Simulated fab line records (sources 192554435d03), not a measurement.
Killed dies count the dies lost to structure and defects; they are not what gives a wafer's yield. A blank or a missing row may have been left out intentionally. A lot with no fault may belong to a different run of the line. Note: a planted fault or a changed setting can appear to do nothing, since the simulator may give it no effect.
Which tool did it? | flow n5_finfet | 8 lots, 24 wafers sampled, at 8 steps of a route of 1938

## WHAT THE GAUGES SHOWED, per wafer
N5_BEOL_M3_INSPECT_59: inspects for defects (darkfield).
lot  | measured     | on                | raw_defect_count
L226 | day 8 10:02  | defect_inspect-01 | 76 93 98
L227 | day 9 04:12  | defect_inspect-01 | 89 54 59
L231 | day 9 17:16  | defect_inspect-02 | 76 45 102
L229 | day 9 19:56  | defect_inspect-01 | 52 42 44
L232 | day 9 23:13  | defect_inspect-01 | 51 59 487
L238 | day 11 20:18 | defect_inspect-01 | 53 59 79
L241 | day 12 21:32 | defect_inspect-02 | 60 61 68
L243 | day 13 12:25 | defect_inspect-02 | 58 65 40

N5_BEOL_M4_THK_MEAS_01.
lot  | measured     | on            | M4_ILD_THK (nm)
L226 | day 8 10:08  | film_metro-01 | 78.5 79.2 79.1
L227 | day 9 04:18  | film_metro-01 | 78.3 78.0 78.6
L231 | day 9 17:24  | film_metro-02 | 78.3 78.3 79.5
L229 | day 9 20:03  | film_metro-01 | 78.0 78.2 78.0
L232 | day 9 23:19  | film_metro-02 | 77.9 78.6 79.6
L238 | day 11 20:24 | film_metro-01 | 78.1 78.4 79.4
L241 | day 12 21:38 | film_metro-01 | 78.9 78.9 79.4
L243 | day 13 12:31 | film_metro-01 | 78.5 80.1 79.0

N5_BEOL_M4_INSPECT_13: inspects for defects (brightfield).
lot  | measured     | on                | raw_defect_count
L226 | day 8 14:03  | defect_inspect-01 | 458 517 559
L227 | day 9 06:59  | defect_inspect-02 | 412 575 389
L231 | day 9 19:46  | defect_inspect-02 | 390 453 427
L229 | day 9 20:39  | defect_inspect-01 | 482 389 366
L232 | day 10 00:12 | defect_inspect-02 | 389 496 881
L238 | day 11 21:34 | defect_inspect-01 | 422 416 468
L241 | day 13 00:03 | defect_inspect-02 | 468 356 424
L243 | day 13 14:19 | defect_inspect-01 | 402 301 308

N5_BEOL_M4_INSPECT_30: inspects for defects (brightfield).
lot  | measured     | on                | raw_defect_count
L226 | day 8 15:01  | defect_inspect-01 | 466 527 571
L227 | day 9 08:18  | defect_inspect-01 | 476 630 419
L231 | day 9 20:39  | defect_inspect-02 | 416 438 444
L229 | day 9 21:32  | defect_inspect-02 | 430 346 332
L232 | day 10 01:12 | defect_inspect-01 | 415 551 975
L238 | day 11 22:33 | defect_inspect-01 | 445 435 448
L241 | day 13 01:14 | defect_inspect-02 | 472 398 469
L243 | day 13 15:18 | defect_inspect-01 | 419 304 291

N5_BEOL_M4_RC_MEAS_101.
lot  | measured     | on        | DIBL_N (mV/V)  | DIBL_P (mV/V)  | IOFF_N (nA/um)    | IOFF_P (nA/um)    | ION_N (uA/um) | ION_P (uA/um) | SS_N (mV/dec)  | SS_P (mV/dec)  | VT_N (mV)         | VT_P (mV)
L226 | day 9 02:28  | prober-02 | 36.6 36.0 35.3 | 37.2 36.3 35.5 | 0.147 0.145 0.134 | 0.204 0.201 0.183 | 679 694 665   | 463 469 460   | 72.0 71.6 71.7 | 73.4 72.9 73.3 | 249.0 250.9 251.9 | -249.7 -250.8 -252.3
L227 | day 9 13:07  | prober-02 | 37.8 36.2 36.0 | 37.6 35.6 35.5 | 0.182 0.152 0.147 | 0.234 0.199 0.197 | 680 684 681   | 470 466 466   | 71.4 70.8 71.3 | 73.9 73.4 73.8 | 247.4 249.2 248.4 | -247.5 -249.2 -248.3
L231 | day 10 04:52 | prober-01 | 37.0 36.2 35.5 | 36.6 35.5 34.2 | 0.162 0.148 0.134 | 0.231 0.208 0.188 | 680 674 671   | 472 463 462   | 71.5 71.1 71.2 | 73.0 72.7 71.7 | 248.9 249.8 249.6 | -249.5 -251.7 -250.8
L229 | day 10 06:40 | prober-02 | 36.6 35.6 35.2 | 37.3 35.2 35.7 | 0.159 0.135 0.135 | 0.232 0.194 0.200 | 669 664 669   | 466 461 471   | 71.8 71.9 70.7 | 74.1 73.4 73.5 | 250.7 253.0 251.4 | -248.4 -250.1 -249.6
L232 | day 10 12:19 | prober-02 | 36.7 35.6 36.3 | 37.2 36.0 37.2 | 0.154 0.136 0.152 | 0.200 0.178 0.200 | 664 664 668   | 453 461 459   | 71.4 71.0 71.6 | 73.1 73.7 73.6 | 250.5 254.1 250.8 | -254.0 -253.2 -250.2
L238 | day 12 04:25 | prober-01 | 34.8 35.5 36.8 | 34.5 35.5 36.3 | 0.125 0.136 0.145 | 0.172 0.194 0.209 | 655 660 659   | 449 458 458   | 71.9 71.4 71.2 | 72.9 73.9 73.0 | 256.1 254.0 250.3 | -255.7 -254.8 -253.4
L241 | day 13 07:52 | prober-01 | 37.1 37.6 37.2 | 35.6 37.3 37.7 | 0.163 0.188 0.193 | 0.198 0.241 0.248 | 661 676 687   | 449 463 469   | 71.9 71.9 71.4 | 73.7 74.4 73.6 | 250.8 244.2 246.1 | -252.9 -245.9 -245.7
L243 | day 13 22:59 | prober-01 | 34.7 35.0 35.2 | 34.7 35.3 36.0 | 0.130 0.134 0.145 | 0.191 0.199 0.215 | 662 679 672   | 459 466 464   | 71.6 70.6 71.2 | 72.5 72.7 72.4 | 253.3 251.0 250.8 | -251.2 -248.1 -249.1

## WHICH TOOL RAN EACH LOT (tool, then ch and the chambers of the sampled wafers, then the start)
lot  | N5_BEOL_M3_CMP_52             | N5_BEOL_M3_DEP_57               | N5_BEOL_M4_PECVD_72
L226 | cmp-01 ch 0,2, day 8 09:30    | pecvd-03 ch 0,2, day 8 09:57    | pecvd-02 ch 0,1,2, day 8 10:11
L227 | cmp-02 ch 0,1,2, day 9 03:44  | pecvd-03 ch 0,1, day 9 04:06    | pecvd-01 ch 0,1, day 9 04:20
L231 | cmp-02 ch 0,1,2, day 9 16:44  | pecvd-03 ch 0,1, day 9 17:11    | pecvd-04 ch 1,2, day 9 17:26
L229 | cmp-03 ch 0,2,3, day 9 19:24  | pecvd-03 ch 0,1,2, day 9 19:51  | pecvd-01 ch 0,1, day 9 20:05
L232 | cmp-02 ch 1,2,3, day 9 22:41  | pecvd-01 ch 0,1, day 9 23:07    | pecvd-01 ch 0,1, day 9 23:22
L238 | cmp-01 ch 2,3, day 11 19:43   | pecvd-03 ch 1,2, day 11 20:12   | pecvd-01 ch 0,1, day 11 20:26
L241 | cmp-01 ch 0,1,3, day 12 20:58 | pecvd-01 ch 0,2, day 12 21:26   | pecvd-02 ch 1,2, day 12 21:41
L243 | cmp-03 ch 1,2,3, day 13 11:55 | pecvd-03 ch 0,1,2, day 13 12:20 | pecvd-02 ch 0,1, day 13 12:34
- N5_BEOL_M3_CMP_52: polishes, stops on SiOC, t overpolish 6.8 s, target thk 40 nm.
- N5_BEOL_M3_DEP_57: deposits SiCN from 3MS/NH3, target thk 8 nm, time 14 s.
- N5_BEOL_M4_PECVD_72: deposits SiO2 from TEOS/O2, target thk 16 nm, time 18 s.

## WHAT THE TOOLS THEMSELVES READ (means of the sampled wafers that have a number; where no wafer has one, the mark that the record gives instead)
N5_BEOL_M3_CMP_52.
lot  | tool   | barrier_field_endpoint_s (s) | motor_current_A (A) | overpolish_run_s (s) | slurry_flow_ml_min | time_to_endpoint_s (s)
L226 | cmp-01 | 24.4                         | 6.4                 | 6.801                | 150.0              | 64.1
L227 | cmp-02 | 24.5                         | 6.3                 | 6.799                | 150.1              | 62.5
L231 | cmp-02 | 24.5                         | 6.1                 | 6.801                | 149.8              | 61.2
L229 | cmp-03 | 24.8                         | 6.2                 | 6.788                | 149.8              | 62.7
L232 | cmp-02 | 24.4                         | 6.2                 | 6.805                | 150.0              | 62.6
L238 | cmp-01 | 24.9                         | 6.6                 | 6.801                | 150.2              | 62.0
L241 | cmp-01 | 24.1                         | 6.5                 | 6.800                | 149.9              | 59.9
L243 | cmp-03 | 24.6                         | 6.0                 | 6.797                | 149.9              | 61.1

N5_BEOL_M3_DEP_57.
lot  | tool     | showerhead_plenum_p_Torr (Torr) | throttle_valve_pct (%)
L226 | pecvd-03 | 3.654                           | 8.9
L227 | pecvd-03 | 3.674                           | 9.1
L231 | pecvd-03 | 3.674                           | 9.3
L229 | pecvd-03 | 3.663                           | 9.2
L232 | pecvd-01 | 3.661                           | 9.6
L238 | pecvd-03 | 3.662                           | 9.0
L241 | pecvd-01 | 3.660                           | 9.5
L243 | pecvd-03 | 3.673                           | 8.9

N5_BEOL_M4_PECVD_72.
lot  | tool     | heater_power_w (W) | showerhead_plenum_p_Torr (Torr) | throttle_valve_pct (%)
L226 | pecvd-02 | 738                | 8.78                            | 22.0
L227 | pecvd-01 | 684                | 8.76                            | 24.0
L231 | pecvd-04 | 809                | 8.79                            | 21.7
L229 | pecvd-01 | 623                | 8.75                            | 23.8
L232 | pecvd-01 | 752                | 8.76                            | 24.3
L238 | pecvd-01 | 680                | 8.76                            | 23.9
L241 | pecvd-02 | 673                | 8.79                            | 21.4
L243 | pecvd-02 | 768                | 8.78                            | 22.4

## THE ANSWER, worked out from the rows above alone
Rule: the usual values come from the lots themselves. The widest of any qualifying gaps counts: lots, ordered by their means at a reading, are off when they make up no more than a third of the lots, leave a main group of 4 or more, and stand apart from it by 3 or more times the standard deviation of that group's means. A main group whose means are all the same, to the digits that the tables above print for the reading, isn't used. Also off: a lot with no number at a reading for which 4 or more lots have one. The other lots that the step has rows for count as sound. After the gauges, taken in route order, come the tools' own readings; for these a lot's mean is taken, as printed above. At the first step where some lot is off, the reading lying furthest off is the one used; lots without a number count as furthest.
Off, at N5_BEOL_M3_INSPECT_59 on raw_defect_count: L232. The main group has a mean of 65 with a standard deviation of 13.
If a tool, at a process step before that reading, ran all the lots that are off and no sound lot after the first of them, it fits. Those tools and the gauges at N5_BEOL_M3_INSPECT_59 are tried in the same way. One fits: N5_BEOL_M3_CMP_52 on cmp-02. A fault onset in the window from L231 (day 9 16:44, its last sound lot) to L232 (day 9 22:41, its first lot off) fits.

## WHAT THE SIMULATOR HAD PUT IN
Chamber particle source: cmp-02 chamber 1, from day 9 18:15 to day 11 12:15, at N5_BEOL_M3_CMP_52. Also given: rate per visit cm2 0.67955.
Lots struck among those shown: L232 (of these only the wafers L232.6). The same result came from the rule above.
